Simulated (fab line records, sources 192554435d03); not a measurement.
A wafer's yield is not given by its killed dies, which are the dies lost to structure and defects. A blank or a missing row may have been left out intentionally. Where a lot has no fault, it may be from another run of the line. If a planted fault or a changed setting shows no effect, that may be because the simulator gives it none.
Matching of chambers    flow n5_finfet    4 sister chambers for N5_BEOL_M11_VIA_ETCH_34 on rie_diel-04
The step etches SiCOH lowk in C4F6/O2, target depth 184.5 nm, time 69.2 s. 4 wafers are shown with their chamber, then 10 later ones without.

WAFERS, EACH WITH ITS CHAMBER
wafer   chamber  throttle_valve_pct (%)
L090.2  3        21.28
L090.6  2        20.84
L087.1  1        21.10
L087.4  0        20.45

WAFERS WITH NO CHAMBER GIVEN
wafer   throttle_valve_pct (%)
L087.5  20.44
L089.1  20.43
L089.3  21.10
L089.5  20.44
L092.4  21.11
L092.5  21.29
L092.6  20.47
L094.2  21.11
L094.4  21.30
L094.6  21.10

WHICH CHAMBER EACH WENT THROUGH
wafer   from the rows above  in truth
L087.5  0                    0
L089.1  0                    0
L089.3  1                    1
L089.5  0                    0
L092.4  1                    1
L092.5  3                    3
L092.6  0                    0
L094.2  1                    1
L094.4  3                    3
L094.6  1                    1
Correctly placed: 10 of 10. From these rows, 0 cannot be placed. Placed wrongly: 0.
How it was worked out, from the rows above alone: a wafer's distance from a chamber is the root of the sum, over the readings, of the square of ((its reading less the chamber's mean) divided by the reading's scatter). The wafer belongs to the nearest chamber; if the next one is less than 2 further off, it can't be placed. The mean given for a chamber averages the wafers shown for that chamber. The scatter: with one shown wafer a chamber, the root of the mean of the squares of how far each hidden wafer lies from its nearest shown one.
